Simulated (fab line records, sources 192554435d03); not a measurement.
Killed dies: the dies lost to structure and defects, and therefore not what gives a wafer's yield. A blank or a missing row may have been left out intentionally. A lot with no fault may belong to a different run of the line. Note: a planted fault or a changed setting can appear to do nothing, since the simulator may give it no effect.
2 desks looking at one fault    flow n5Finfet    what lay behind the numbers comes last; until then each desk has only its own

## DESK OF THE TOOL OWNER: aldSin-01
The tool's own readings at N5_SPACER0_ALD_00 (deposits SiOCN, target thk 3.5 nm, pulse time 3 s, purge time 2 s): means of the sampled wafers that have a number, for each lot that ran on this tool. The brackets show how far a lot's mean lies from the usual mean; more than 4 standard deviations puts the lot out of limits, marked OUT.
Columns: A = heaterPowerW at N5_SPACER0_ALD_00, usual 844 W; B = precursorPulseHeightRel at N5_SPACER0_ALD_00, usual 1.000
lot   first seen here  A    B
L527  day 3 11:15      882  0.992
L543  day 7 11:46      795  0.995
L544  day 7 20:39      829  1.002
Result from this desk: across the 3 lots, nothing is out of limits.

## THE METROLOGY DESK
What the gauges read for every lot (on any tool): the sampled wafers with a number, averaged. The brackets show how far a lot's mean lies from the usual mean; more than 4 standard deviations puts the lot out of limits, marked OUT. Only the readings that lie furthest out on some lot appear, 7 of the 10 it has.
Columns: A = DIBL_N at N5_BEOL_M4_RC_MEAS_101, usual 36.6 mV/V; B = IOFF_N at N5_BEOL_M4_RC_MEAS_101, usual 0.17 nA/um; C = ION_N at N5_BEOL_M4_RC_MEAS_101, usual 676 uA/um; D = ION_P at N5_BEOL_M4_RC_MEAS_101, usual 463 uA/um; E = SS_N at N5_BEOL_M4_RC_MEAS_101, usual 71.6 mV/dec; F = VT_N at N5_BEOL_M4_RC_MEAS_101, usual 249 mV; G = VT_P at N5_BEOL_M4_RC_MEAS_101, usual -249 mV
lot   first seen here  A     B     C    D    E     F    G
L527  day 8 04:29      37.3  0.18  685  472  71.3  246  -246
L543  day 12 09:45     35.4  0.14  664  454  70.8  251  -252
L544  day 12 23:02     33.8  0.12  661  456  71.3  254  -252
L545  day 13 06:52     34.9  0.16  677  457  70.8  248  -252
Result from this desk: across the 4 lots, nothing is out of limits.

## BROUGHT TOGETHER
The desk of the tool owner found nothing out of limits.
Nothing out of limits was seen by the metrology desk.

## WHAT THE SIMULATOR HAD PUT IN
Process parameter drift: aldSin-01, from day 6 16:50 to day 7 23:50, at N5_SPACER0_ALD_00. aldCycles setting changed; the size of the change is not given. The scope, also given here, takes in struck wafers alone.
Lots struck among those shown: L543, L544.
